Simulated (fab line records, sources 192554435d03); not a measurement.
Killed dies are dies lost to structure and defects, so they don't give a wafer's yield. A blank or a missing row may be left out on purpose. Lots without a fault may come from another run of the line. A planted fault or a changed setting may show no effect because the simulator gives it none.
Problem report in the 8D (eight disciplines) form, filled by code | flow n5_finfet | the parts of the form that need people (team, actions taken, sign-off) are left out

1. THE PROBLEM
killed_at_contacts at N5_PASSIVATION_PROBE_49 reads a mean of 210 on 1 wafer of 1 lot; wafers without a fault read 13 with a standard deviation of 6.7. That is +29 standard deviations from the usual mean.
First seen on wafer L379.1, day 16 11:10, on prober-02. The record holds 3 wafers of 1 lot with a number at this step. Rule for "out", or "out of limits": more than 4 standard deviations from the usual mean. The other wafers with a number count as sound.

2. WHAT IT IS AND WHAT IT IS NOT
question                    | is                                                                                                                     | is not
which readings at this step | killed_at_contacts, defect_limited_yield, killed_dies, killed_on_rim, sort_bin_5_function, sort_n_pass, sort_yield_pct | killed_at_M0_to_M3, killed_at_M4_up, killed_at_front_end, killed_at_other, killed_open, killed_short, sort_bin_6_memory
which lots                  | L379                                                                                                                   | -
which wafers of those lots  | L379.1                                                                                                                 | L379.4, L379.5
read on which tools         | prober-02                                                                                                              | -
when                        | from day 16 11:10                                                                                                      | up to then (0 sound wafers); but 2 sound wafers of L379 came after

3. SUSPECTS, AND WHAT RULES EACH OUT
Counting: a tool at a process step up to the reading stays a suspect if it ran every lot that is out. Sound lots after the first of them don't rule it out here, since some wafers of a struck lot are sound.
- rie_diel-01 at N5_MOL_CONTACT_COAG_ETCH_106 (etches SOC in N2/H2, target depth 80 nm, overetch 16 nm, time 120 s): kept. It ran the lot that is out, L379 (day 7 15:14).
- pvd_sputter-03 at N5_BEOL_M4_SURFACE_TREAT_85: kept. It ran the lot that is out, L379 (day 11 17:26).
- pvd_sputter-02 at N5_BEOL_M4_SPUTTER_86 (material Cu, target thk 4.5 nm, time 8.29 s): kept. It ran the lot that is out, L379 (day 11 18:29).
- pvd_sputter-02 at N5_BEOL_M4_ANNEAL_95 (time 240 s): kept. It ran the lot that is out, L379 (day 11 19:26).
- prober-02 at N5_PASSIVATION_PROBE_49: kept. It ran the lot that is out, L379 (day 16 11:10). Its own readings are out on those wafers: defect_limited_yield, killed_at_contacts, killed_dies, killed_on_rim, sort_bin_5_function, sort_n_pass, sort_yield_pct.
- Within rie_diel-01 at N5_MOL_CONTACT_COAG_ETCH_106: the wafers that are out ran in chamber 1; their sound lot-mates ran in chambers 0, 2.
Left after counting: rie_diel-01 at N5_MOL_CONTACT_COAG_ETCH_106, pvd_sputter-03 at N5_BEOL_M4_SURFACE_TREAT_85, pvd_sputter-02 at N5_BEOL_M4_SPUTTER_86, pvd_sputter-02 at N5_BEOL_M4_ANNEAL_95, prober-02 at N5_PASSIVATION_PROBE_49.

4. THE CAUSE (what the simulator had put in)
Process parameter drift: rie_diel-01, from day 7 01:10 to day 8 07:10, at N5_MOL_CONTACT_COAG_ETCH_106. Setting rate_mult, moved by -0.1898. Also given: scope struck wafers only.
Counting left 5 suspects, and this tool is among them.

5. THE CHAIN OF EFFECTS, in route order
Each row: a reading whose mean over the struck wafers that have a number lies more than 3 standard deviations from the usual. Only readings for which the record gives a usual standard deviation are gone through. hours: the time from each lot's start at the first step in this table that gives one to its start at this step, as a median over the lots. sigmas: the change in usual standard deviations.
hours | step                    | reading              | usual       | on struck wafers | change | sigmas
0     | N5_BEOL_M4_RC_MEAS_101  | RC_P                 | 19.2 ohm.um | 20.2             | +1.0   | +3.1
110   | N5_PASSIVATION_PROBE_49 | defect_limited_yield | 91.2 %      | 75.1             | -16.1  | -11
110   | N5_PASSIVATION_PROBE_49 | killed_at_contacts   | 13          | 210              | +197   | +29
110   | N5_PASSIVATION_PROBE_49 | killed_dies          | 103         | 294              | +191   | +11
110   | N5_PASSIVATION_PROBE_49 | killed_on_rim        | 14          | 35               | +21    | +4.8
110   | N5_PASSIVATION_PROBE_49 | sort_bin_5_function  | 5.2 %       | 21.0             | +15.8  | +17
110   | N5_PASSIVATION_PROBE_49 | sort_n_pass          | 1077        | 886              | -191   | -11
110   | N5_PASSIVATION_PROBE_49 | sort_yield_pct       | 91.2 %      | 75.1             | -16.1  | -11
The process steps in it:
- N5_PASSIVATION_PROBE_49

6. WHAT WOULD HAVE CAUGHT IT SOONER
In this record the first reading out of limits was taken at day 16 11:10, 226 hours after the fault began at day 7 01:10.
Of the tool readings at N5_MOL_CONTACT_COAG_ETCH_106 for which the record gives a usual standard deviation, none was out on any struck wafer, so an alarm limit of 4 standard deviations on them would not have fired.
All the lots that are out (1) had begun N5_MOL_CONTACT_COAG_ETCH_106 on rie_diel-01 by day 16 11:10. A hold on the tool at that time would have spared none of them.
